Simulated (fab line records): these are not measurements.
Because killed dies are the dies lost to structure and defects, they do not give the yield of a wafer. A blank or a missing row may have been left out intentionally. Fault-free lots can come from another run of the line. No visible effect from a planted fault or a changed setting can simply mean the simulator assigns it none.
The tool behind it: which one? + flow n5_finfet + 15 lots with 44 wafers sampled at 3 steps, on a route of 1938 steps

== WHAT THE GAUGES SHOWED, per wafer ==
N5_BEOL_M2_THK_MEAS_01. Usual: M2_ILD_THK typically reads 78.7 nm, with standard deviation 1.1.
| lot  | measured     | on            | M2_ILD_THK (nm) | flag |
|------|--------------|---------------|-----------------|------|
| L518 | day 6 18:41  | film_metro-02 | 78.6 79.4 78.8  |      |
| L519 | day 7 05:00  | film_metro-02 | 78.4 80.3 78.7  |      |
| L520 | day 7 10:20  | film_metro-02 | 79.2 80.5 79.6  |      |
| L521 | day 7 18:22  | film_metro-02 | 78.9 78.2 80.1  |      |
| L522 | day 8 08:16  | film_metro-02 | 79.2 79.6 79.1  |      |
| L524 | day 8 16:49  | film_metro-01 | 78.6 79.6 78.5  |      |
| L525 | day 8 21:13  | film_metro-02 | 78.5 79.1 80.6  |      |
| L526 | day 9 07:08  | film_metro-01 | 78.0 77.3 79.8  |      |
| L527 | day 9 15:02  | film_metro-01 | 78.7 79.6 78.3  |      |
| L528 | day 9 15:13  | film_metro-02 | 77.0 81.4 79.0  |      |
| L535 | day 10 21:01 | film_metro-01 | 78.2 76.8 79.3  |      |
| L536 | day 12 02:45 | film_metro-02 | 78.6 77.2 79.9  |      |
| L537 | day 12 05:15 | film_metro-01 | 78.2 78.2       |      |
| L538 | day 12 06:50 | film_metro-02 | 79.0 78.1 77.1  |      |
| L539 | day 12 10:33 | film_metro-02 | 78.5 80.6 79.7  |      |

== WHICH TOOL RAN EACH LOT (tool, then ch and the chambers of the sampled wafers, then the start) ==
| lot  | N5_BEOL_M1_ANNEAL_51             | N5_BEOL_M2_ILD_DEP_00           |
|------|----------------------------------|---------------------------------|
| L518 | rtp_anneal-01 ch 0, day 6 17:44  | pecvd-04 ch 0,1, day 6 18:37    |
| L519 | rtp_anneal-02 ch 0, day 7 04:03  | pecvd-02 ch 1,2, day 7 04:55    |
| L520 | rtp_anneal-01 ch 0, day 7 09:18  | pecvd-02 ch 1,2, day 7 10:15    |
| L521 | rtp_anneal-01 ch 0, day 7 17:28  | pecvd-03 ch 1,2, day 7 18:18    |
| L522 | rtp_anneal-01 ch 0, day 8 07:16  | pecvd-03 ch 0, day 8 08:10      |
| L524 | rtp_anneal-01 ch 0, day 8 15:50  | pecvd-02 ch 0,1,2, day 8 16:45  |
| L525 | rtp_anneal-01 ch 0, day 8 20:17  | pecvd-02 ch 0,1, day 8 21:09    |
| L526 | rtp_anneal-01 ch 0, day 9 06:09  | pecvd-03 ch 0,1,2, day 9 07:04  |
| L527 | rtp_anneal-01 ch 0, day 9 14:07  | pecvd-04 ch 0,1, day 9 14:58    |
| L528 | rtp_anneal-02 ch 0, day 9 14:07  | pecvd-03 ch 1,2, day 9 15:09    |
| L535 | rtp_anneal-02 ch 0, day 10 20:01 | pecvd-02 ch 0,2, day 10 20:56   |
| L536 | rtp_anneal-01 ch 0, day 12 01:46 | pecvd-03 ch 0,1,2, day 12 02:41 |
| L537 | rtp_anneal-01 ch 0, day 12 04:16 | pecvd-02 ch 0,1, day 12 05:11   |
| L538 | rtp_anneal-02 ch 0, day 12 05:32 | pecvd-02 ch 0,1,2, day 12 06:46 |
| L539 | rtp_anneal-01 ch 0, day 12 09:34 | pecvd-02 ch 0,2, day 12 10:29   |
- N5_BEOL_M1_ANNEAL_51: time 90 s.
- N5_BEOL_M2_ILD_DEP_00: deposits SiOC from DEMS/O2, target thk 79 nm, time 15.3 s.

== WHAT THE TOOLS THEMSELVES READ (means of the sampled wafers that have a number; where no wafer has one, the mark that the record gives instead) ==
N5_BEOL_M1_ANNEAL_51. Usual: wafer_temp_C_max reads 226.11 (standard deviation 0.3).
| lot  | tool          | wafer_temp_C_max | flag |
|------|---------------|------------------|------|
| L518 | rtp_anneal-01 | 226.20           |      |
| L519 | rtp_anneal-02 | 226.30           |      |
| L520 | rtp_anneal-01 | 226.16           |      |
| L521 | rtp_anneal-01 | 225.92           |      |
| L522 | rtp_anneal-01 | 225.76           |      |
| L524 | rtp_anneal-01 | 225.88           |      |
| L525 | rtp_anneal-01 | 226.19           |      |
| L526 | rtp_anneal-01 | 226.07           |      |
| L527 | rtp_anneal-01 | 226.16           |      |
| L528 | rtp_anneal-02 | 226.36           |      |
| L535 | rtp_anneal-02 | 226.14           |      |
| L536 | rtp_anneal-01 | 226.03           |      |
| L537 | rtp_anneal-01 | 226.00           |      |
| L538 | rtp_anneal-02 | 226.20           |      |
| L539 | rtp_anneal-01 | 226.00           |      |

N5_BEOL_M2_ILD_DEP_00. Usual: heater_power_w 465 W, standard deviation 54; showerhead_plenum_p_Torr 5.693 Torr, standard deviation 0.015; throttle_valve_pct 12.0 %, standard deviation 0.54.
| lot  | tool     | heater_power_w (W) | showerhead_plenum_p_Torr (Torr) | throttle_valve_pct (%) | flag |
|------|----------|--------------------|---------------------------------|------------------------|------|
| L518 | pecvd-04 | 469                | 5.710                           | 12.3                   |      |
| L519 | pecvd-02 | 504                | 5.674                           | 11.3                   |      |
| L520 | pecvd-02 | 476                | 5.688                           | 11.5                   |      |
| L521 | pecvd-03 | 446                | 5.692                           | 12.2                   |      |
| L522 | pecvd-03 | 496                | 5.704                           | 12.6                   |      |
| L524 | pecvd-02 | 481                | 5.681                           | 11.8                   |      |
| L525 | pecvd-02 | 461                | 5.678                           | 12.1                   |      |
| L526 | pecvd-03 | 472                | 5.691                           | 12.0                   |      |
| L527 | pecvd-04 | 447                | 5.705                           | 12.4                   |      |
| L528 | pecvd-03 | 457                | 5.685                           | 11.4                   |      |
| L535 | pecvd-02 | 508                | 5.685                           | 12.0                   |      |
| L536 | pecvd-03 | 443                | 5.683                           | 12.1                   |      |
| L537 | pecvd-02 | 474                | 5.691                           | 12.1                   |      |
| L538 | pecvd-02 | 451                | 5.683                           | 11.8                   |      |
| L539 | pecvd-02 | 498                | 5.685                           | 12.1                   |      |

== THE ANSWER, worked out from the rows above alone ==
Rule: a lot counts as off when the mean over its wafers that have a number is more than 3 standard deviations away from the usual mean. A lot without any number at a reading at which 4 lots or more have one is off too. The other lots that the step has rows for count as sound. After the gauges, taken in route order, come the tools' own readings; for these a lot's mean is taken, as printed above. At the first step where some lot is off, the reading lying furthest off is the one used; lots without a number count as furthest.
None of the lots is off at any reading shown; this tells nothing.

== WHAT HAD BEEN PUT IN BY THE SIMULATOR ==
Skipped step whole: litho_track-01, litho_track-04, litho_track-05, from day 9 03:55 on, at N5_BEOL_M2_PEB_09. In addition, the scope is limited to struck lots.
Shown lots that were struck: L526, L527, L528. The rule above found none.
